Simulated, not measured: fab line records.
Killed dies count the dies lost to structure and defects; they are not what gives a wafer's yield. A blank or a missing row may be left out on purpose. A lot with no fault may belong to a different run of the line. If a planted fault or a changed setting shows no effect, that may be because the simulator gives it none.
Chamber matching || flow n5 finfet || 4 sister chambers for N5_MOL_CONTACT_COAG_ETCHBACK_132 on rie diel-03
The step etches SiO2 in CHF3, target depth 10 nm, time 6.7 s. 8 wafers are shown with their chamber, then 8 later ones without.

## WAFERS WITH THEIR CHAMBER
{"wafer": "L088.5", "chamber": 0, "showerhead plenum p Torr (Torr)": 2.36, "rf vpp V (V)": 535}
{"wafer": "L089.6", "chamber": 1, "showerhead plenum p Torr (Torr)": 2.32, "rf vpp V (V)": 523}
{"wafer": "L091.2", "chamber": 0, "showerhead plenum p Torr (Torr)": 2.36, "rf vpp V (V)": 534}
{"wafer": "L091.6", "chamber": 3, "showerhead plenum p Torr (Torr)": 2.41, "rf vpp V (V)": 534}
{"wafer": "L094.2", "chamber": 2, "showerhead plenum p Torr (Torr)": 2.42, "rf vpp V (V)": 537}
{"wafer": "L094.3", "chamber": 1, "showerhead plenum p Torr (Torr)": 2.31, "rf vpp V (V)": 524}
{"wafer": "L094.5", "chamber": 2, "showerhead plenum p Torr (Torr)": 2.42, "rf vpp V (V)": 536}
{"wafer": "L095.2", "chamber": 3, "showerhead plenum p Torr (Torr)": 2.40, "rf vpp V (V)": 534}

## WAFERS WITH NO CHAMBER GIVEN
{"wafer": "L095.4", "showerhead plenum p Torr (Torr)": 2.36, "rf vpp V (V)": 535}
{"wafer": "L095.5", "showerhead plenum p Torr (Torr)": 2.36, "rf vpp V (V)": 534}
{"wafer": "L096.1", "showerhead plenum p Torr (Torr)": 2.35, "rf vpp V (V)": 534}
{"wafer": "L096.4", "showerhead plenum p Torr (Torr)": 2.31, "rf vpp V (V)": 523}
{"wafer": "L096.6", "showerhead plenum p Torr (Torr)": 2.42, "rf vpp V (V)": 537}
{"wafer": "L097.3", "showerhead plenum p Torr (Torr)": 2.35, "rf vpp V (V)": 533}
{"wafer": "L097.4", "showerhead plenum p Torr (Torr)": 2.40, "rf vpp V (V)": 533}
{"wafer": "L097.6", "showerhead plenum p Torr (Torr)": 2.41, "rf vpp V (V)": 536}

## WHICH CHAMBER EACH WENT THROUGH
{"wafer": "L095.4", "from the rows above": 0, "in truth": 0}
{"wafer": "L095.5", "from the rows above": 0, "in truth": 0}
{"wafer": "L096.1", "from the rows above": 0, "in truth": 0}
{"wafer": "L096.4", "from the rows above": 1, "in truth": 1}
{"wafer": "L096.6", "from the rows above": 2, "in truth": 2}
{"wafer": "L097.3", "from the rows above": 0, "in truth": 0}
{"wafer": "L097.4", "from the rows above": 3, "in truth": 3}
{"wafer": "L097.6", "from the rows above": "can't be placed: 2 or 3", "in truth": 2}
Correct placement for 7 of the 8. Not placeable from these rows: 1 (in 1, the candidates include the true chamber). Wrongly placed: 0.
How it was worked out, from the rows above alone: a wafer's distance from a chamber is the root of the sum, over the readings, of the square of ((its reading less the chamber's mean) divided by the reading's scatter). The wafer belongs to the nearest chamber; if the next one is less than 2 further off, it can't be placed. Each chamber's mean is taken over the wafers shown for it. The scatter is the square root of a quotient: the sum, over the shown wafers, of each reading's squared deviation from its chamber's mean, divided by wafers minus chambers.
